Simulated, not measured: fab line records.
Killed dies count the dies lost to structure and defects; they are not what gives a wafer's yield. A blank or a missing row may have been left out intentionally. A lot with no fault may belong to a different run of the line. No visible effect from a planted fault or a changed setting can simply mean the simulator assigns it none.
A lot that was struck, set against a sound lot + flow nand harc + 11 out of 1302 route steps
Sound: these wafers, L713.1, L713.3, L713.5. Wafers L725.1, L725.2, L725.4 were the ones struck. Last of all comes the cause.
Each step with rows lists, per side, the tool, then ch with its chambers, then its first start. Under that, the readings that differ: sound wafers + struck wafers + difference of the means + sigmas: that difference in standard deviations of wafers without a fault.
alike: same words and numbers on both sides, and readings whose means sit less than 2 such deviations apart. not compared: any withheld reading, any reading some wafer has no value for, any bound like >300 that may hide the same value, and any number with overlapping values for which the record gives no deviation.
Wherever a step has rows on one side only, a row that says differs or no value, or a row with sigmas, the two part there. Numbers that don't overlap but have no deviation are shown without sigmas and don't part them. A reading missing from all wafers of one side parts the sides only when that side holds two or more wafers.

first, 1 step without rows for these wafers: NHARC_A_STAIRCASE_ANNEAL_323 (time 1800 s).
NHARC_A_STAIRCASE_DEP_325: deposits SiO2, target thk 7200 nm.
  sound on pecvd-02 ch 0,2, day 18 19:05; struck on pecvd-02 ch 0,1,2, day 24 17:12
  alike: heater power w
then, 8 steps without rows for these wafers: NHARC_A_STAIRCASE_ANNEAL_326 (time 1800 s); NHARC_A_STAIRCASE_DEHYDRATE_433 (time 120 s); NHARC_A_STAIRCASE_HMDS_434 (time 30 s); NHARC_A_STAIRCASE_COAT_435; NHARC_A_STAIRCASE_SOFTBAKE_436 (time 170 s); NHARC_A_STAIRCASE_EBR_437; NHARC_A_STAIRCASE_EXPOSE_438 (exposes mask STAIR REV); NHARC_A_STAIRCASE_PEB_439 (peb time 130 s).
NHARC_A_STAIRCASE_DEVELOP_440: time 140 s.
  struck on litho track-03, day 25 01:00; sound on litho track-03 ch 0, day 19 05:00
  no value came back on the struck wafers for chill plate temp C (C), exhaust pa (Pa); on the sound wafers chill plate temp C (C) reads 23.08 23.01 23.05

WHERE THEY PART
Only at NHARC_A_STAIRCASE_DEVELOP_440, within this record.

WHY: what the simulator had put in
Whole step skipped at NHARC_A_STAIRCASE_DEVELOP_440 on litho track-03, starting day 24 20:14. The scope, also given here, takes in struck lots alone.
